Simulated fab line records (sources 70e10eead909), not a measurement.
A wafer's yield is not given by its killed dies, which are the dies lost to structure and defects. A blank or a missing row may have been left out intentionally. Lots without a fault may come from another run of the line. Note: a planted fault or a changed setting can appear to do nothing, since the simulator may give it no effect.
Matching of chambers -- flow nand_harc -- NHARC_THIN_TSV_ETCH_44 on rie_diel-13 has 4 sister chambers
The step etches the open film in CF4/O2, target depth 1594.2 nm, time 797.1 s. 4 wafers are shown with their chamber, then 7 later ones without.

== EACH WAFER AND ITS CHAMBER ==
wafer,chamber,showerhead_plenum_p_Torr (Torr)
L901.4,2,1.94
L908.3,1,1.89
L915.1,0,1.72
L915.3,3,1.85

== WAFERS WITHOUT THEIR CHAMBER ==
wafer,showerhead_plenum_p_Torr (Torr)
L915.6,1.85
L917.1,1.89
L917.3,1.94
L917.6,1.85
L918.2,1.85
L918.4,1.89
L918.6,1.93

== EACH ONE'S CHAMBER ==
wafer,from the rows above,in truth
L915.6,3,3
L917.1,1,1
L917.3,2,2
L917.6,3,3
L918.2,3,3
L918.4,1,1
L918.6,2,2
7 of 7 placed correctly. Number that these rows cannot place: 0. Wrongly placed: 0.
How it was worked out, from the rows above alone: a wafer's distance from a chamber is the root of the sum, over the readings, of the square of ((its reading less the chamber's mean) divided by the reading's scatter). If the next closest chamber is less than 2 further off than the closest, the wafer can't be placed; otherwise it belongs to the closest. For every chamber, the mean is computed from those of its wafers that are shown. The scatter: with one shown wafer a chamber, the root of the mean of the squares of how far each hidden wafer lies from its nearest shown one.
